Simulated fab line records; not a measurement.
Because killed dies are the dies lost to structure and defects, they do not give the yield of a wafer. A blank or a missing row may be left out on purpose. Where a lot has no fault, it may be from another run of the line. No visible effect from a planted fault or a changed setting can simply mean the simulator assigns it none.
Which tool was responsible?    flow nand_harc    39 wafers from 13 lots sampled at 5 of the route's 1302 steps

## WHAT THE GAUGES SHOWED, per wafer
NHARC_A_BONDPAD_THK_MEAS_30: measures by ellipsometry. Usual: thk_nm reads 200.0 nm (standard deviation 1.6).
lot   measured      on             thk_nm (nm)        flag
L615  day 23 10:44  film_metro-01  200.8 201.2 202.3  
L616  day 23 23:27  film_metro-02  199.3 199.6 200.3  
L617  day 23 09:26  film_metro-02  197.3 199.8 198.9  
L619  day 24 09:29  film_metro-01  198.5 200.4 202.0  
L621  day 25 15:38  film_metro-01  199.4 198.4 199.5  
L620  day 25 09:39  film_metro-02  201.0 201.1 200.1  
L622  day 26 09:37  film_metro-01  200.3 200.3 198.4  
L624  day 27 03:25  film_metro-02  202.1 196.6 200.8  
L627  day 27 19:38  film_metro-02  200.4 201.4 201.9  
L628  day 28 00:07  film_metro-01  202.4 204.0 200.0  
L634  day 30 21:12  film_metro-02  201.1 200.5 201.8  
L637  day 31 17:46  film_metro-02  199.9 201.0 200.9  
L636  day 31 20:00  film_metro-01  198.8 202.8 201.0  

NHARC_A_BONDPAD_CD_MEAS_13. Usual: cd_nm reads 499.3 nm (standard deviation 2.2).
lot   measured      on         cd_nm (nm)         flag
L615  day 23 11:49  cd_sem-02  501.7 499.6 500.1  
L616  day 24 00:33  cd_sem-01  501.5 502.7 498.0  
L617  day 23 10:31  cd_sem-03  500.5 497.7 498.3  
L619  day 24 10:28  cd_sem-01  499.6 500.2 501.3  
L621  day 25 16:41  cd_sem-03  498.2 500.4 497.4  
L620  day 25 10:44  cd_sem-03  502.3 498.9 500.6  
L622  day 26 11:30  cd_sem-02  496.8 499.7 497.3  
L624  day 27 04:31  cd_sem-02  502.9 499.1 499.8  
L627  day 27 20:44  cd_sem-01  499.9 502.6 502.2  
L628  day 28 01:13  cd_sem-01  498.2 497.7 498.4  
L634  day 30 22:17  cd_sem-01  496.1 497.7 494.6  
L637  day 31 18:44  cd_sem-03  498.8 499.9 498.5  
L636  day 31 20:59  cd_sem-01  497.4 497.5 501.0  

NHARC_END_SORT_01. Usual: killed_at_array 55, standard deviation 19; killed_at_other 0.8, standard deviation 1.1; killed_at_periphery 4.0, standard deviation 2.6; killed_dies 60, standard deviation 20; killed_open 3.4, standard deviation 1.7; killed_short 2.6, standard deviation 1.5.
lot   measured      on         killed_at_array  killed_at_other  killed_at_periphery  killed_dies  killed_open  killed_short  flag
L628  day 29 12:03  prober-01  124 107 115      0 1 0            4 0 4                128 108 119  5 3 2        3 2 2         OFF

## EACH LOT AND THE TOOL THAT RAN IT (in order: tool; ch and the chambers of the sampled wafers; start)
lot   NHARC_A_STAIRCASE_ETCH_271          NHARC_A_BONDPAD_ANNEAL_28
L615  rie_diel-01 ch 1,2, day 16 09:06    rtp_anneal-01 ch 0, day 23 13:11
L616  rie_diel-13 ch 2,3, day 16 20:49    rtp_anneal-02 ch 0, day 24 01:58
L617  rie_diel-06 ch 0,2,3, day 16 20:59  rtp_anneal-02 ch 0, day 23 11:53
L619  rie_diel-13 ch 0,1,2, day 17 23:47  rtp_anneal-01 ch 0, day 24 11:52
L621  rie_diel-01 ch 2,3, day 18 16:17    rtp_anneal-02 ch 0, day 25 18:06
L620  rie_diel-06 ch 0,1,2, day 18 16:40  rtp_anneal-02 ch 0, day 25 12:07
L622  rie_diel-06 ch 0,3, day 19 16:25    rtp_anneal-01 ch 0, day 26 13:35
L624  rie_diel-06 ch 0,1,2, day 20 08:07  rtp_anneal-02 ch 0, day 27 05:57
L627  rie_diel-01 ch 0,2,3, day 21 02:42  rtp_anneal-02 ch 0, day 27 22:08
L628  rie_diel-13 ch 1,2,3, day 21 12:20  rtp_anneal-02 ch 0, day 28 02:41
L634  rie_diel-06 ch 0,1, day 23 21:41    rtp_anneal-01 ch 0, day 30 23:40
L637  rie_diel-06 ch 0,1,3, day 25 08:35  rtp_anneal-01 ch 0, day 31 20:09
L636  rie_diel-06 ch 0,1,3, day 25 09:07  rtp_anneal-01 ch 0, day 31 22:31
- NHARC_A_STAIRCASE_ETCH_271: etches the open film in CF4/CHF3.
- NHARC_A_BONDPAD_ANNEAL_28: time 90 s.

## WHAT THE TOOLS THEMSELVES READ (means of the sampled wafers that have a number; where no wafer has one, the mark that the record gives instead)
NHARC_A_STAIRCASE_ETCH_271. Usual: drypump_motor_current_A 5.7 A, standard deviation 0.34; oes_product_au 0.953 a.u., standard deviation 0.02; rf_vpp_V 371.2 V, standard deviation 2.1; showerhead_plenum_p_Torr 1.59 Torr, standard deviation 0.057; throttle_valve_pct 16.802 %, standard deviation 0.0089.
lot   tool         drypump_motor_current_A (A)  oes_product_au (a.u.)  rf_vpp_V (V)  showerhead_plenum_p_Torr (Torr)  throttle_valve_pct (%)  flag
L615  rie_diel-01  5.7                          0.943                  371.3         1.57                             16.801                  
L616  rie_diel-13  5.8                          0.927                  371.0         1.59                             16.803                  
L617  rie_diel-06  5.6                          0.967                  370.1         1.56                             16.808                  
L619  rie_diel-13  5.6                          0.962                  372.0         1.62                             16.808                  
L621  rie_diel-01  5.9                          0.955                  371.5         1.63                             16.807                  
L620  rie_diel-06  5.7                          0.971                  368.8         1.52                             16.805                  
L622  rie_diel-06  5.3                          0.961                  369.3         1.53                             16.801                  
L624  rie_diel-06  5.7                          0.921                  368.4         1.52                             16.797                  
L627  rie_diel-01  5.7                          0.941                  372.1         1.63                             16.807                  
L628  rie_diel-13  5.8                          0.968                  372.3         1.61                             16.803                  
L634  rie_diel-06  5.4                          0.963                  372.0         1.63                             16.795                  
L637  rie_diel-06  5.4                          0.965                  370.1         1.58                             16.804                  
L636  rie_diel-06  5.4                          0.944                  370.5         1.58                             16.804                  

NHARC_A_BONDPAD_ANNEAL_28. Usual: anneal_temp_c_max 225.88, standard deviation 0.24; wafer_temp_C_max 226.3, standard deviation 0.36.
lot   tool           anneal_temp_c_max  wafer_temp_C_max  flag
L615  rtp_anneal-01  226.05             226.2             
L616  rtp_anneal-02  225.88             225.9             
L617  rtp_anneal-02  225.90             226.0             
L619  rtp_anneal-01  225.70             226.4             
L621  rtp_anneal-02  225.93             226.3             
L620  rtp_anneal-02  226.03             226.1             
L622  rtp_anneal-01  226.11             226.5             
L624  rtp_anneal-02  225.69             225.9             
L627  rtp_anneal-02  225.66             226.2             
L628  rtp_anneal-02  225.71             226.1             
L634  rtp_anneal-01  226.21             226.4             
L637  rtp_anneal-01  225.93             227.0             
L636  rtp_anneal-01  225.99             226.8             

## THE ANSWER, worked out from the rows above alone
Rule: take the mean of a lot's wafers that have a number; if it is more than 3 standard deviations from the usual mean, the lot is off. A lot without any number at a reading at which 4 lots or more have one is off too. All remaining lots with rows at the step are treated as sound. First the gauges in route order, then the tools' own readings, where a lot's mean is used as printed above. At the first step where some lot is off, the reading lying furthest off is the one used; lots without a number count as furthest.
Off: L628 (NHARC_END_SORT_01, killed_at_array). Neither off nor sound, because the step has no rows for them: L615, L616, L617, L619, L621, L620, L622, L624, L627, L634, L637, L636.
If a tool, at a process step before that reading, ran all the lots that are off and no sound lot after the first of them, it fits. The gauges at NHARC_END_SORT_01 are tried like those tools. Can't be told from this: 3 tools fit, rie_diel-13 at NHARC_A_STAIRCASE_ETCH_271, rtp_anneal-02 at NHARC_A_BONDPAD_ANNEAL_28, prober-01 at NHARC_END_SORT_01.

## WHAT THE SIMULATOR HAD PUT IN
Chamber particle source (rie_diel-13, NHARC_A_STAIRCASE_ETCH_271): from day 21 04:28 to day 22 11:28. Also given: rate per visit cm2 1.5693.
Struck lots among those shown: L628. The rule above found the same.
